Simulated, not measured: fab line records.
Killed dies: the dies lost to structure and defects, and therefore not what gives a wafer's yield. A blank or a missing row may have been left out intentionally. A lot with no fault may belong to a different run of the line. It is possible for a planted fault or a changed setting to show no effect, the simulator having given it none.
fab line records -- flow n5-finfet
[record] lots = 6, wafers = 16, last-day = 17
route steps=1938 shown SDB@349 BEOL_M4@1111 PASSIVATION@1936
lots that met no fault: taken from a fault-free run of the same line
start-h: start of the lot's first displayed wafer, in hours after the record's first day -- wait-h: hours from the lot's prior step to this one -- " repeats the value in the row above -- L1.1+2: several wafers, shown together as one row -- - value missing, or start not given -- * or withheld: withheld -- < > ~ a bound
route shown NAME@n: a module of which the file shows steps, and the number in the route of the first -- usual: average and standard deviation across the fault-free wafers -- same: alike in all rows -- chamber/n: place in a boat -- sites: the reading at each site -- _std_site: the values' standard deviation -- _edge_site: mean of outer sites minus mean of inner sites -- radius-mm: how far each site lies from the wafer's centre -- mask NAME#n: copy n -- behind: the last tool/chamber to shape the wafer -- hold: the reason the lot was held/the length of the hold in hours/how it ended -- device: transistor that didn't switch, given as n, p or np -- end of line: at the end of the route, the tests of the same wafers -- a step with no rows: only its recipe -- killed: the dies lost at the first sort to structure and to defects; this is not the yield of the wafer -- map: the dies of a wafer, with x for killed, . for not killed, _ for no die there
set.NAME: the run value of the setting; set.NAME@STEP: its run value at that earlier step -- model.NAME: the simulator's own value behind a step, which no gauge read
lots at some steps of the route; a table a step, a row a wafer
services: the hour from which a tool's chamber was out of use, counted from the record's first day as start-h (under 0 if before that day), plus the number of hours and why
[[steps]]
[step N5_SDB_COAT_04]
[recipe] resist = SiARC, temp-c = 220, time-s = 60, spin-rpm = 1500, resist-thk-nm = 18
[step N5_SDB_COAT_05]
[recipe] resist = CAR-ArF, spin-rpm = 1500, resist-thk-nm = 90
[step N5_SDB_EBR_07]
[recipe] solvent = PGMEA, ebr-width-mm = 1.5
[step N5_SDB_SOFTBAKE_06]
[recipe] temp-c = 110, time-s = 60, resist = CAR-ArF
[step N5_SDB_EXPOSE_08]
[recipe] mask-id = SDB, na = 1.35, source-shape = conventional, sigma-outer = 0.5, polarization = unpolarized, dose-mj = 49.6
[step N5_SDB_PEB_09]
[recipe] peb-temp-c = withheld, peb-time-s = 60, resist = CAR-ArF
[step N5_SDB_DEVELOP_10]
[recipe] develop-time-s = 30, developer = TMAH, resist = CAR-ArF, rinse-liquid = diw, dry = air-spin, dev-temp-c = 23
[step N5_SDB_CD_MEAS_11]
[recipe] target-cd-nm = 50, landing-energy-ev = 500, detector = se-inlens, polarity = opening
[usual] cd-nm = 50.1/0.82
[same] landing-energy-ev = 500
lot.wafer,tool,chamber,start-h,wait-h,cd-nm
L118.1,cd-sem-03,0,110.06,-,49.6
L118.2,cd-sem-03,0,110.06,-,49.7
L118.4,cd-sem-03,0,110.06,-,49.2
L122.1,cd-sem-01,0,136.28,-,50.4
L122.2,cd-sem-01,0,136.28,-,50.0
L122.6,cd-sem-01,0,136.28,-,50.7
L126.1,cd-sem-03,0,158.18,-,48.9
L126.3,cd-sem-03,0,158.18,-,49.3
L130.1,cd-sem-03,0,179.59,-,49.2
L130.2,cd-sem-03,0,179.59,-,51.9
L131.1,cd-sem-02,0,186.81,-,49.6
L131.2,cd-sem-02,0,186.81,-,49.9
L131.3,cd-sem-02,0,186.81,-,48.9
L134.1,cd-sem-01,0,209.28,-,49.6
L134.5,cd-sem-01,0,209.28,-,50.0
L134.6,cd-sem-01,0,209.28,-,51.4
[step N5_SDB_OVL_MEAS_12]
[recipe] points-per-wafer = 44
[usual] SDB_OVL = -0.6/0.69
[same] points-per-wafer = 44
lot.wafer,tool,chamber,start-h,wait-h,SDB_OVL[nm]
L118.1,overlay-02,0,110.09,0.0,-0.2
L118.2,overlay-02,0,110.09,0.0,-0.7
L118.4,overlay-02,0,110.09,0.0,-0.9
L122.1,overlay-02,0,136.31,0.0,0.7
L122.2,overlay-02,0,136.31,0.0,0.0
L122.6,overlay-02,0,136.31,0.0,-1.1
L126.1,overlay-02,0,158.21,0.0,-1.2
L126.3,overlay-02,0,158.21,0.0,-0.6
L130.1,overlay-01,0,179.62,0.0,-0.9
L130.2,overlay-01,0,179.62,0.0,-0.6
L131.1,overlay-02,0,186.84,0.0,-0.1
L131.2,overlay-02,0,186.84,0.0,-1.5
L131.3,overlay-02,0,186.84,0.0,-0.7
L134.1,overlay-01,0,209.31,0.0,-1.3
L134.5,overlay-01,0,209.31,0.0,-1.0
L134.6,overlay-01,0,209.31,0.0,-0.6
[step N5_SDB_INSPECT_13]
[recipe] mode = adi, inspect-instrument = brightfield
[usual] raw-defect-count = 76/31
lot.wafer,tool,chamber,start-h,wait-h,raw-defect-count
L118.1,defect-inspect-01,-,110.11,0.0,78
L118.2,defect-inspect-01,-,110.11,0.0,52
L118.4,defect-inspect-01,-,110.11,0.0,58
L122.1,defect-inspect-01,-,136.33,0.0,62
L122.2,defect-inspect-01,-,136.33,0.0,87
L122.6,defect-inspect-01,-,136.33,0.0,118
L126.1,defect-inspect-01,-,158.23,0.0,72
L126.3,defect-inspect-01,-,158.23,0.0,72
L130.1,defect-inspect-01,-,179.64,0.0,52
L130.2,defect-inspect-01,-,179.64,0.0,69
L131.1,defect-inspect-01,-,186.87,0.0,45
L131.2,defect-inspect-01,-,186.87,0.0,58
L131.3,defect-inspect-01,-,186.87,0.0,44
L134.1,defect-inspect-01,-,209.33,0.0,86
L134.5,defect-inspect-01,-,209.33,0.0,94
L134.6,defect-inspect-01,-,209.33,0.0,97
[step N5_SDB_DESCUM_16]
[recipe] chemistry = O2, time-s = 7.9, source-power-w = 50, bias-power-w = 20, pressure-mtorr = 20, rf-frequency-hz = 2.712e+07, temp-c = 40, resist = CAR-ArF, o2-flow-sccm = 225
[usual] drypump-motor-current-A = 5.7/0.55, oes-product-au = 0.82/0.093, rf-vpp-V = 243.8/1.2, showerhead-plenum-p-Torr = 2.13/0.065, temp-c = 40.00/0.11, throttle-valve-pct = 20.38/0.19
lot.wafer,tool,chamber,start-h,wait-h,drypump-motor-current-A,oes-product-au,rf-hours-counter-h,rf-vpp-V,showerhead-plenum-p-Torr,temp-c,throttle-valve-pct
L118.1,rie-diel-04,1,110.56,0.5,6.6,0.77,143,245.0,2.17,40.03,20.64
L118.2,rie-diel-04,2,110.56,0.5,5.7,0.80,86,242.6,2.12,40.05,20.51
L118.4,rie-diel-04,0,110.56,0.5,5.8,0.68,240,243.3,2.05,39.89,20.58
L122.1,rie-diel-03,0,136.84,0.5,6.0,0.89,54,245.0,2.22,40.06,20.31
L122.2,rie-diel-03,1,136.84,0.5,5.7,0.97,5,242.9,2.15,40.02,20.13
L122.6,rie-diel-03,0,136.84,0.5,6.0,0.88,-,243.1,2.22,39.92,20.28
L126.1,rie-diel-03,0,158.54,0.3,6.0,0.87,62,244.3,2.21,39.86,20.33
L126.3,rie-diel-03,3,158.54,0.3,4.9,0.72,184,244.2,2.08,40.16,20.52
L130.1,rie-diel-03,0,179.67,0.0,6.0,0.86,70,244.7,2.21,40.09,20.32
L130.2,rie-diel-03,1,179.67,0.0,5.7,0.92,20,243.9,2.15,39.82,20.13
L131.1,rie-diel-04,3,186.90,0.0,5.4,0.85,60,244.1,2.22,39.87,20.23
L131.2,rie-diel-04,1,186.90,0.0,6.6,0.74,175,245.4,2.16,40.06,20.70
L131.3,rie-diel-04,2,186.90,0.0,5.7,0.79,113,244.1,2.11,39.79,20.55
L134.1,rie-diel-02,0,209.91,0.6,6.2,0.92,19,243.9,2.24,39.93,20.21
L134.5,rie-diel-02,3,209.91,0.6,4.7,0.72,-,243.1,2.07,39.91,20.39
L134.6,rie-diel-02,0,209.91,0.6,6.3,0.92,-,244.9,2.23,39.99,20.20
[step N5_SDB_ETCH_17]
[recipe] chemistry = CF4, target = SiARC, target-depth-a = 234, mask-material = CAR-ArF, time-s = 39, ion-energy-ev = 80, pressure-mtorr = 40, source-w = 545, bias-w = 36, Ar_flow_sccm = 100, cf4-flow-sccm = 100, ends = cleared
[usual] cf4-flow-sccm = 99.99/0.29, drypump-motor-current-A = 5.7/0.55, etch-rf-on-time-s = 38.8/0.59, oes-product-au = 0.70/0.078, rf-vpp-V = 184.5/1, showerhead-plenum-p-Torr = 2.18/0.062, throttle-valve-pct = 15.57/0.21
lot.wafer,tool,chamber,start-h,wait-h,cf4-flow-sccm,drypump-motor-current-A,etch-rf-on-time-s,oes-product-au,rf-hours-counter-h,rf-vpp-V,showerhead-plenum-p-Torr,throttle-valve-pct
L118.1,rie-diel-04,1,110.60,0.0,99.58,6.6,39.1,0.65,143,185.3,2.23,15.83
L118.2,rie-diel-04,2,110.60,0.0,100.17,5.7,37.8,0.71,86,183.2,2.16,15.61
L118.4,rie-diel-04,0,110.60,0.0,100.14,5.8,39.6,0.58,240,184.3,2.11,15.90
L122.1,rie-diel-03,0,136.87,0.0,100.42,6.0,38.5,0.75,54,186.1,2.25,15.43
L122.2,rie-diel-03,1,136.87,0.0,100.42,5.7,38.9,0.82,5,185.3,2.20,15.27
L122.6,rie-diel-03,0,136.87,0.0,100.24,6.0,38.6,0.76,-,185.7,2.25,15.43
L126.1,rie-diel-03,0,158.57,0.0,100.42,6.0,38.6,0.74,62,185.3,2.25,15.44
L126.3,rie-diel-03,3,158.57,0.0,100.17,4.9,38.7,0.62,184,182.8,2.13,15.75
L130.1,rie-diel-03,0,179.71,0.0,99.73,6.0,38.7,0.73,70,186.0,2.25,15.48
L130.2,rie-diel-03,1,179.71,0.0,100.02,5.7,38.6,0.78,20,185.1,2.19,15.30
L131.1,rie-diel-04,3,186.94,0.0,100.01,5.4,38.5,0.73,60,185.3,2.26,15.40
L131.2,rie-diel-04,1,186.94,0.0,99.94,6.6,38.9,0.63,175,184.4,2.22,15.89
L131.3,rie-diel-04,2,186.94,0.0,99.97,5.7,38.3,0.68,113,184.5,2.15,15.68
L134.1,rie-diel-02,0,209.94,0.0,100.20,6.2,38.7,0.79,19,185.8,2.27,15.33
L134.5,rie-diel-02,3,209.94,0.0,100.18,4.7,39.7,0.62,-,184.3,2.12,15.70
L134.6,rie-diel-02,0,209.94,0.0,100.18,6.3,38.9,0.79,-,185.9,2.27,15.34
[step N5_SDB_ETCH_18]
[recipe] chemistry = N2/H2, target = SOC, target-depth-a = 1000, overetch-a = 200, mask-material = SiARC, temp-c = 40, time-s = 150, ion-energy-ev = 200, pressure-mtorr = 30, source-w = 840, bias-w = 150, n2-flow-sccm = 200, h2-flow-sccm = 200
[usual] drypump-motor-current-A = 5.7/0.55, h2-flow-sccm = 199.9/0.61, oes-product-au = 0.73/0.079, rf-vpp-V = 525.4/2.2, showerhead-plenum-p-Torr = 2.60/0.079, temp-c = 39.99/0.11, throttle-valve-pct = 17.79/0.23
lot.wafer,tool,chamber,start-h,wait-h,drypump-motor-current-A,h2-flow-sccm,oes-product-au,rf-hours-counter-h,rf-vpp-V,showerhead-plenum-p-Torr,temp-c,throttle-valve-pct,model.SiARC_of_SDB_COAT_04.thk-nm
L118.1,rie-diel-04,1,110.64,0.0,6.6,198.2,0.69,143,526.8,2.65,39.81,18.15,12.8
L118.2,rie-diel-04,2,110.64,0.0,5.7,200.4,0.72,86,524.7,2.57,39.96,17.85,12.8
L118.4,rie-diel-04,0,110.64,0.0,5.9,201.1,0.62,240,522.4,2.50,39.89,18.07,12.8
L122.1,rie-diel-03,0,136.91,0.0,6.0,199.4,0.79,54,525.6,2.69,40.00,17.78,12.6
L122.2,rie-diel-03,1,136.91,0.0,5.7,200.3,0.85,5,525.6,2.61,39.96,17.42,12.8
L122.6,rie-diel-03,0,136.91,0.0,6.0,199.7,0.78,-,527.4,2.69,39.90,17.77,12.8
L126.1,rie-diel-03,0,158.61,0.0,6.0,200.1,0.71,62,529.3,2.69,40.01,17.79,12
L126.3,rie-diel-03,3,158.61,0.0,4.9,200.2,0.65,184,523.2,2.53,39.79,17.89,12.6
L130.1,rie-diel-03,0,179.75,0.0,6.0,199.4,0.71,70,528.8,2.69,39.98,17.79,12
L130.2,rie-diel-03,1,179.75,0.0,5.7,201.4,0.75,20,524.4,2.60,40.01,17.45,12
L131.1,rie-diel-04,3,186.97,0.0,5.4,200.9,0.76,60,526.1,2.69,39.99,17.54,12.6
L131.2,rie-diel-04,1,186.97,0.0,6.7,199.0,0.66,175,525.6,2.64,40.13,18.22,12.6
L131.3,rie-diel-04,2,186.97,0.0,5.7,199.4,0.70,113,524.9,2.56,40.15,17.89,12.8
L134.1,rie-diel-02,0,209.98,0.0,6.2,199.8,0.82,19,528.3,2.71,39.81,17.55,12.8
L134.5,rie-diel-02,3,209.98,0.0,4.7,200.4,0.65,-,523.4,2.52,39.89,17.86,12.8
L134.6,rie-diel-02,0,209.98,0.0,6.2,199.8,0.82,-,529.7,2.71,40.05,17.55,12.8
[step N5_SDB_STRIP_19]
[recipe] chemistry = N2/H2, temp-c = 40, n2-flow-sccm = 200, h2-flow-sccm = 200, rf-frequency-hz = 6e+07
[step N5_BEOL_M4_RC_MEAS_101]
[usual] DIBL_N = 36.2/1.4, DIBL_P = 36.1/1.5, IOFF_N = 0.153/0.02, IOFF_P = 0.215/0.03, ION_N = 672/8.6, ION_P = 463/6.8, SS_N = 71.5/0.47, SS_P = 73.3/0.57, VT_N = 250.6/2.4, VT_P = -249/3.2
lot.wafer,tool,chamber,start-h,wait-h,DIBL_N[mV/V],DIBL_P[mV/V],IOFF_N[nA/um],IOFF_P[nA/um],ION_N[uA/um],ION_P[uA/um],SS_N[mV/dec],SS_P[mV/dec],VT_N[mV],VT_P[mV]
L118.1,prober-02,0,213.76,0.0,36.9,36.5,0.169,0.233,683,473,71.5,73.9,249.7,-247
L118.2,prober-02,0,213.76,0.0,36.8,35.8,0.157,0.229,666,466,72.0,74.0,251.3,-249
L118.4,prober-02,0,213.76,0.0,35.2,34.2,0.136,0.213,680,472,72.2,72.8,249.7,-249
L122.1,prober-02,0,236.03,0.0,36.7,35.7,0.159,0.210,681,461,71.1,74.1,249.6,-250
L122.2,prober-02,0,236.03,0.0,38.2,37.4,0.188,0.240,668,460,72.2,73.9,247.3,-249
L122.6,prober-02,0,236.03,0.0,38.2,37.3,0.187,0.231,669,459,71.9,74.4,245.8,-248
L126.1,prober-02,0,268.69,0.0,35.8,35.7,0.143,0.210,666,454,70.9,72.8,251.7,-252
L126.3,prober-02,0,268.69,0.0,36.9,36.9,0.165,0.219,683,464,71.6,73.2,247.3,-252
L130.1,prober-02,0,271.08,0.0,36.6,35.4,0.146,0.209,657,456,71.4,73.0,252.2,-252
L130.2,prober-02,0,271.08,0.0,36.3,35.7,0.150,0.215,659,459,71.2,73.9,250.0,-248
L131.1,prober-02,0,286.65,0.0,34.9,35.0,0.122,0.182,658,455,71.6,72.9,254.1,-256
L131.2,prober-02,0,286.65,0.0,34.4,35.0,0.121,0.175,658,461,71.9,72.4,252.2,-252
L131.3,prober-02,0,286.65,0.0,35.4,35.5,0.130,0.185,666,460,71.5,72.8,251.6,-252
L134.1,prober-01,0,302.24,0.0,35.2,36.1,0.153,0.209,676,469,71.8,73.9,249.3,-250
L134.5,prober-01,0,302.24,0.0,35.6,36.2,0.155,0.210,680,468,72.0,73.4,251.8,-248
L134.6,prober-01,0,302.24,0.0,35.0,35.7,0.150,0.203,674,463,71.2,73.1,249.8,-251
[step N5_PASSIVATION_PROBE_49]
[usual] defect-limited-yield = 91.3/1.3, killed_at_M0_to_M3 = 35/13, killed_at_M4_up = 13/5.2, killed-at-contacts = 12/6.2, killed-at-front-end = 39/9.6, killed-at-other = 3.1/2.6, killed-dies = 102/16, killed-open = 68/13, killed-short = 33/6.9, sort_bin_5_function = 5.1/0.87, sort_bin_6_memory = 3.3/0.67, sort-n-pass = 1078/16, sort-yield-pct = 91.3/1.3
[same] gross-dies = 1180, killed-at-back-side = 0, sort_bin_4_leakage[%] = 0, sort_bin_8_speed[%] = 0
lot.wafer,tool,chamber,start-h,wait-h,defect-limited-yield[%],killed_at_M0_to_M3,killed_at_M4_up,killed-at-contacts,killed-at-front-end,killed-at-other,killed-dies,killed-open,killed-short,sort_bin_5_function[%],sort_bin_6_memory[%],sort-n-pass,sort-yield-pct[%]
L118.1,prober-01,-,315.28,0.0,92.9,26,8,3,39,8,84,59,25,4.3,2.4,1096,92.9
L118.2,prober-01,-,315.33,0.1,91.4,51,11,13,25,1,101,71,29,5.6,2.7,1079,91.4
L118.4,prober-01,-,315.43,0.2,92.1,36,8,6,36,7,93,55,34,4.4,2.8,1087,92.1
L122.1,prober-01,-,335.55,0.0,93.1,28,12,19,18,5,82,58,23,3.6,3.0,1098,93.1
L122.2,prober-01,-,335.60,0.1,92.1,39,9,13,25,7,93,58,33,4.9,2.6,1087,92.1
L122.6,prober-01,-,335.80,0.3,91.2,44,9,8,36,7,104,74,30,5.3,3.5,1076,91.2
L130.1,prober-02,-,374.72,0.0,91.6,51,10,18,19,1,99,65,32,5.7,2.6,1081,91.6
// killed by level:class
L118.1 BEOL_M2:geometric-particle:open=12 FIN_SAQP:geometric-particle:open=6 DUMMY_GATE:geometric-particle:open=6 BEOL_M4:geometric-particle:open=6 FIN_SAQP:geometric-particle:short=5 STI_FIN_REVEAL:geometric-particle:open=5 BEOL_M0_SAQP:geometric-particle:open=5 GATE_CUT:geometric-particle:short=4
L118.2 BEOL_M3:geometric-particle:open=13 MOL_CONTACT_COAG:geometric-particle:open=12 BEOL_M0_SAQP:geometric-particle:open=12 BEOL_M0_SAQP:geometric-particle:short=6 BEOL_M2:geometric-particle:open=6 FIN_SAQP:geometric-particle:open=5 BEOL_M3:geometric-particle:short=5 BEOL_M4:geometric-particle:open=5
L118.4 BEOL_M0_SAQP:geometric-particle:short=11 FIN_SAQP:geometric-particle:short=10 BEOL_M3:geometric-particle:open=8 FIN_SAQP:geometric-particle:open=7 MOL_CONTACT_COAG:geometric-particle:open=6 BEOL_M2:geometric-particle:open=5 BEOL_M0_SAQP:geometric-particle:open=5 BEOL_M4:geometric-particle:open=5
L122.1 MOL_CONTACT_COAG:geometric-particle:open=16 STI_FIN_REVEAL:geometric-particle:open=6 BEOL_M0_SAQP:geometric-particle:short=6 BEOL_M3:geometric-particle:open=6 BEOL_M0_SAQP:geometric-particle:open=5 BEOL_M0:geometric-particle:open=5 BEOL_M4:geometric-particle:open=4 MOL_CONTACT_COAG:geometric-particle:short=3
L122.2 BEOL_M0_SAQP:geometric-particle:short=13 MOL_CONTACT_COAG:geometric-particle:open=11 BEOL_M0_SAQP:geometric-particle:open=7 BEOL_M3:geometric-particle:open=7 STI_FIN_REVEAL:geometric-particle:open=6 DUMMY_GATE:geometric-particle:open=4 GATE_CUT:geometric-particle:short=4 BEOL_M1:geometric-particle:open=4
L122.6 BEOL_M0_SAQP:geometric-particle:open=18 FIN_SAQP:geometric-particle:short=9 FIN_SAQP:geometric-particle:open=7 STI_FIN_REVEAL:geometric-particle:open=7 MOL_CONTACT_COAG:geometric-particle:open=7 BEOL_M0_SAQP:geometric-particle:short=7 BEOL_M1:geometric-particle:open=5 BEOL_M3:geometric-particle:open=5
L130.1 MOL_CONTACT_COAG:geometric-particle:open=15 BEOL_M1:geometric-particle:open=14 BEOL_M2:geometric-particle:open=10 DUMMY_GATE:geometric-particle:open=5 BEOL_M0_SAQP:geometric-particle:short=5 BEOL_M4:geometric-particle:short=5 BEOL_M0:geometric-particle:open=4 BEOL_M1:geometric-particle:short=4
[[services]]
tool,chamber,start-h,hours,kind
rie-diel-03,1,104.30,-,clean
rie-diel-03,1,104.30,-,consumable-replace:focus-ring
rie-diel-03,1,104.30,19.1,scheduled-down
rie-diel-03,1,104.30,19.1,vent-cycle
rie-diel-02,2,104.46,-,clean
rie-diel-02,2,104.46,-,consumable-replace:focus-ring
rie-diel-02,2,104.46,22.9,scheduled-down
rie-diel-02,2,104.46,22.9,vent-cycle
rie-diel-03,3,130.40,1.7,repair
rie-diel-04,0,148.40,7.8,repair
rie-diel-04,2,154.57,4.1,repair
rie-diel-04,0,158.70,-,clean
rie-diel-04,0,158.70,-,consumable-replace:focus-ring
rie-diel-04,0,158.70,22.6,scheduled-down
rie-diel-04,0,158.70,22.6,vent-cycle
rie-diel-04,2,159.80,4.9,repair
rie-diel-03,2,170.55,-,clean
rie-diel-03,2,170.55,-,consumable-replace:focus-ring
rie-diel-03,2,170.55,12.6,scheduled-down
rie-diel-03,2,170.55,12.6,vent-cycle
rie-diel-04,2,190.24,6.7,repair
rie-diel-03,3,197.34,29.9,repair
rie-diel-03,2,197.76,2.9,repair
rie-diel-03,0,199.70,6.3,repair
[[key]]
first-sign none at tools or gauges
[model-effect] step = N5_SDB_ETCH_18, value = SiARC_of_SDB_COAT_04.thk-nm, without = 12.8, struck = 12
met-at N5_SDB_ETCH_18
struck-wafers L126.1,L130.1,L130.2
onset-between 136.91 158.61
[fault] kind = process-parameter-drift, tool = rie-diel-03, chamber = -, onset-h = 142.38, steps = N5_SDB_ETCH_18, channel = time-s, offset = *, shape = step, end-h = 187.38, scope = struck-wafers-only, acts-in = *, stated = *
